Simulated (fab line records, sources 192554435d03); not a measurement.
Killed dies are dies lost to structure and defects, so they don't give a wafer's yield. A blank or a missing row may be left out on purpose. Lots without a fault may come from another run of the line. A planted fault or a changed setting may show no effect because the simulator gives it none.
Chamber matching | flow n5_finfet | N5_FIN_SAQP_STRIP_55 on rie_diel-06: 4 sister chambers
The step strips in N2/H2. 14 wafers are shown with their chamber, then 7 later ones without.

WAFERS WITH THEIR CHAMBER
wafer  | chamber | showerhead_plenum_p_Torr (Torr) | drypump_motor_current_A (A) | throttle_valve_pct (%)
L078.1 | 0       | 3.59                            | 5.60                        | 18.7
L078.2 | 3       | 3.46                            | 5.27                        | 19.0
L078.3 | 1       | 3.30                            | 5.61                        | 19.2
L080.1 | 1       | 3.30                            | 5.60                        | 19.2
L080.2 | 0       | 3.59                            | 5.58                        | 18.8
L080.6 | 1       | 3.30                            | 5.60                        | 19.2
L082.4 | 3       | 3.45                            | 5.29                        | 19.1
L082.5 | 2       | 3.57                            | 5.78                        | 18.2
L082.6 | 1       | 3.29                            | 5.62                        | 19.2
L087.1 | 2       | 3.56                            | 5.77                        | 18.2
L087.2 | 3       | 3.45                            | 5.29                        | 19.1
L087.6 | 2       | 3.56                            | 5.77                        | 18.2
L089.2 | 2       | 3.56                            | 5.76                        | 18.2
L089.4 | 3       | 3.44                            | 5.26                        | 19.1

SIGNATURES (means of the wafers above)
reading                  | chamber 0 | chamber 1 | chamber 2 | chamber 3 | scatter within a chamber
showerhead_plenum_p_Torr | 3.5900    | 3.2975    | 3.5625    | 3.4500    | 0.00592
drypump_motor_current_A  | 5.5900    | 5.6075    | 5.7700    | 5.2775    | 0.0116
throttle_valve_pct       | 18.750    | 19.200    | 18.200    | 19.075    | 0.0354
Rule: a wafer's distance from a chamber is the root of the sum, over the readings, of the square of ((its reading less the chamber's mean) divided by the reading's scatter). The wafer belongs to the nearest chamber; if the next one is less than 2 further off, it can't be placed. The scatter: the root of (the sum of the squares of (reading less its chamber's mean) over the shown wafers, divided by (wafers less chambers)).

WAFERS WITHOUT THEIR CHAMBER
wafer  | showerhead_plenum_p_Torr (Torr) | drypump_motor_current_A (A) | throttle_valve_pct (%)
L089.5 | 3.29                            | 5.63                        | 19.3
L090.2 | 3.56                            | 5.78                        | 18.2
L090.3 | 3.58                            | 5.59                        | 18.8
L090.4 | 3.44                            | 5.28                        | 19.1
L094.1 | 3.28                            | 5.59                        | 19.3
L094.2 | 3.56                            | 5.77                        | 18.2
L094.3 | 3.57                            | 5.60                        | 18.8

WHICH CHAMBER EACH WENT THROUGH
wafer  | from the rows above | in truth
L089.5 | 1                   | 1
L090.2 | 2                   | 2
L090.3 | 0                   | 0
L090.4 | 3                   | 3
L094.1 | 1                   | 1
L094.2 | 2                   | 2
L094.3 | 0                   | 0
Placed correctly: 7 of 7. Can't be placed from these rows: 0. Placed wrongly: 0.
